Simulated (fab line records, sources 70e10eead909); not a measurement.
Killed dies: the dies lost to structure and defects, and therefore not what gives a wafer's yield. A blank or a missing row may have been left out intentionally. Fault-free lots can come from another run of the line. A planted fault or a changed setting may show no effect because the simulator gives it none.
Chamber matching -- flow nand harc -- rie diel-07 running NHARC_A_STAIRCASE_TRIM_22: 4 sister chambers
The step chemistry O2, time 211.2 s. 15 wafers are shown with their chamber, then 7 later ones without.

WAFERS PAIRED WITH THEIR CHAMBERS
wafer,chamber,drypump motor current A (A),showerhead plenum p Torr (Torr),run length s (s)
L616.1,0,6.2,3.37,232.6
L616.4,3,5.7,3.45,231.7
L616.6,2,5.7,3.73,233.0
L618.1,3,5.6,3.45,232.2
L618.2,2,5.7,3.73,233.0
L618.5,3,5.6,3.45,232.1
L622.2,1,6.7,3.32,232.8
L622.4,2,5.7,3.72,232.7
L622.5,3,5.6,3.44,231.8
L621.2,1,6.7,3.32,232.7
L621.3,3,5.6,3.44,231.7
L625.1,1,6.7,3.32,232.7
L625.3,2,5.7,3.71,232.8
L633.1,2,5.7,3.70,232.8
L633.2,0,6.2,3.34,232.3

SIGNATURES, as means of the wafers listed above
reading,chamber 0,chamber 1,chamber 2,chamber 3,scatter within a chamber
drypump motor current A,6.200,6.700,5.700,5.620,0.027
showerhead plenum p Torr,3.3550,3.3200,3.7180,3.4460,0.0107
run length s,232.450,232.733,232.860,231.900,0.177
Rule: for each reading, subtract the chamber's mean from the wafer's reading, divide by that reading's scatter and square the result; add these up over the readings and take the root, which gives the wafer's distance from the chamber. The wafer belongs to the nearest chamber; if the next one is less than 2 further off, it can't be placed. The scatter is the square root of a quotient: the sum, over the shown wafers, of each reading's squared deviation from its chamber's mean, divided by wafers minus chambers.

WAFERS WITHOUT THEIR CHAMBER
wafer,drypump motor current A (A),showerhead plenum p Torr (Torr),run length s (s)
L633.3,6.7,3.30,232.7
L637.1,5.6,3.42,231.8
L637.5,6.7,3.29,232.7
L637.6,5.7,3.69,232.8
L638.1,6.6,3.29,232.9
L638.3,6.2,3.33,232.7
L638.4,5.7,3.41,232.0

WHICH CHAMBER EACH WENT THROUGH
wafer,from the rows above,in truth
L633.3,1,1
L637.1,3,3
L637.5,1,1
L637.6,2,2
L638.1,1,1
L638.3,0,0
L638.4,3,3
7 of 7 placed correctly. Not placeable from these rows: 0. Placed wrongly: 0.
